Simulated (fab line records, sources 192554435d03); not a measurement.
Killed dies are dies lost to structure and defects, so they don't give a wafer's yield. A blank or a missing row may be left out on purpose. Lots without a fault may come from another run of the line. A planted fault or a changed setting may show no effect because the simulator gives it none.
Split-lot experiment | flow n5_finfet | 7 lots, 21 wafers read, on a route of 1938 steps

THE SPLIT
At N5_BEOL_M6_ALD_77 (deposits TaN, target thk 2 nm, pulse time 2 s, purge time 3 s), the setting ald_cycles was moved away from the recipe's 40 on 11 of the 21 wafers read, by -12.5% to +15.0%. The other wafers ran this setting at the recipe's value.

The reading is taken at the split's own step.

THE READING
TaN_of_BEOL_M6_ALD_77.thk_nm (the simulator's own value, which no gauge read), in nm, at N5_BEOL_M6_ALD_77 (deposits TaN, target thk 2 nm, pulse time 2 s, purge time 3 s). The file gives no usual value for it.

wafer  | tool, chamber at the split | ald_cycles as run | against the recipe | TaN_of_BEOL_M6_ALD_77.thk_nm, nm | against lot-mates on the recipe
L074.4 | ald_metal-04, 2,3          | 35                | -12.5%             | 1.8                              | -0.2
L074.5 | ald_metal-04, 2,3          | 35                | -12.5%             | 1.8                              | -0.2
L074.6 | ald_metal-04, 0            | 40                | recipe             | 2                                | -
L075.2 | ald_metal-03, 1,0          | 40                | recipe             | 2                                | -
L075.4 | ald_metal-03, 1,0          | 40                | recipe             | 2                                | -
L075.3 | ald_metal-03, 2            | 43                | +7.5%              | 2.2                              | +0.2
L084.3 | ald_metal-02, 0,1,2        | 40                | recipe             | 2                                | -
L084.5 | ald_metal-02, 0,1,2        | 40                | recipe             | 2                                | -
L084.6 | ald_metal-02, 0,1,2        | 40                | recipe             | 2                                | -
L088.1 | ald_metal-02, 0,2          | 46                | +15.0%             | 2.4                              | +0.4
L088.5 | ald_metal-02, 0,2          | 46                | +15.0%             | 2.4                              | +0.4
L088.3 | ald_metal-02, 2            | 40                | recipe             | 2                                | -
L091.1 | ald_metal-03, 3,0          | 42                | +5.0%              | 2                                | +0.0
L091.2 | ald_metal-03, 3,0          | 42                | +5.0%              | 2                                | +0.0
L091.5 | ald_metal-03, 3            | 40                | recipe             | 2                                | -
L093.1 | ald_metal-04, 1,2          | 44                | +10.0%             | 2.2                              | +0.2
L093.5 | ald_metal-04, 1,2          | 44                | +10.0%             | 2.2                              | +0.2
L093.2 | ald_metal-04, 2            | 40                | recipe             | 2                                | -
L097.4 | ald_metal-04, 1            | 42                | +5.0%              | 2.2                              | +0.2
L097.5 | ald_metal-04, 0            | 42                | +5.0%              | 2                                | +0.0
L097.6 | ald_metal-04, 3            | 40                | recipe             | 2                                | -
Where a row lists several chambers, the file gives one row for several wafers and doesn't say which wafer went through which chamber.

THE FIT
A straight line over all 21 wafers: TaN_of_BEOL_M6_ALD_77.thk_nm changes by +0.0208 nm for each +1% of ald_cycles; r = +0.93; the points scatter about the line by 0.059 nm.
The same after taking each lot's own level away (the mean of its wafers on the recipe; 21 wafers): +0.0208 nm for each +1%; r = +0.93; scatter 0.059 nm.
On that fit, the largest move of ald_cycles shifts the reading by 0.31 nm.
The lots' own levels span 2.00 to 2.00 nm.
So the lot-to-lot level changes the slope little: the two slopes agree.
Check: with one of the wafers moved furthest among these (+15.0%) left out of the fit, the line predicts +0.295 nm for it against its lot-mates. It came out at +0.4 nm against them.

OTHER SPLITS ON THESE WAFERS
These wafers also went through other splits before the reading. Each is held against what the fit with the lots' levels taken away leaves over:
other split on the same wafers | wafers away from the commonest value | r with TaN_of_BEOL_M6_ALD_77.thk_nm (lot level and that fit taken away)
N5_BEOL_M3_COAT_22 spin_rpm    | 9                                    | +0.41
N5_BEOL_M4_COAT_76 spin_rpm    | 6                                    | -0.03
N5_BEOL_M4_EXPOSE_25 dose_mj   | 6                                    | +0.06
N5_BEOL_M5_PECVD_70 time_s     | 5                                    | +0.31
N5_BEOL_M5_COAT_60 spin_rpm    | 8                                    | +0.19

THE FILE'S OWN FIT
TaN_of_BEOL_M6_ALD_77.thk_nm changes by +0.0213 nm for each +1% of ald_cycles, r = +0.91.
